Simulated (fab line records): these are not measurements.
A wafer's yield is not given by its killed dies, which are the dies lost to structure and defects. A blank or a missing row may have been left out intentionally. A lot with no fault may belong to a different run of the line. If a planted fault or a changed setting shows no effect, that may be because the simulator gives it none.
What tool caused it? + flow nand_harc + route of 1302 steps, sampled at 1 step: 7 lots, 19 wafers

## WHAT THE GAUGES READ, wafer by wafer
NHARC_A_SLIT_CD_MEAS_21.
| lot  | measured     | on        | cd_nm (nm)        |
|------|--------------|-----------|-------------------|
| L631 | day 21 11:59 | cd_sem-01 | 289.9 290.6 290.5 |
| L633 | day 23 10:14 | cd_sem-01 | 288.4 289.2 290.2 |
| L638 | day 24 08:37 | cd_sem-01 | 288.1 289.7 288.9 |
| L639 | day 24 19:52 | cd_sem-02 | 288.8 288.8 289.4 |
| L640 | day 26 06:07 | cd_sem-03 | 290.3             |
| L647 | day 28 08:02 | cd_sem-02 | 290.5 289.9 290.0 |
| L649 | day 29 03:43 | cd_sem-01 | 289.7 290.0 288.8 |

## WHICH TOOL RAN EACH LOT (tool, then ch and the chambers of the sampled wafers, then the start)
The record holds no process step before these readings.

## THE ANSWER, worked out from the rows above alone
Rule: usual is defined by the lots themselves. Put in order of their means at a reading, lots are off if they are a third of the lots or fewer, leave a main group of 4 or more, and stand apart from it by a gap of 3 or more times the standard deviation of the main group's means; of several such gaps the widest counts. If all means in a main group match to the digits the tables above print for the reading, that group is not used. Also off: a lot with no number at a reading for which 4 or more lots have one. Any other lot the step has rows for is counted as sound.
No lot is off at any reading shown: from this, nothing can be told.

## WHAT WAS PUT IN BY THE SIMULATOR
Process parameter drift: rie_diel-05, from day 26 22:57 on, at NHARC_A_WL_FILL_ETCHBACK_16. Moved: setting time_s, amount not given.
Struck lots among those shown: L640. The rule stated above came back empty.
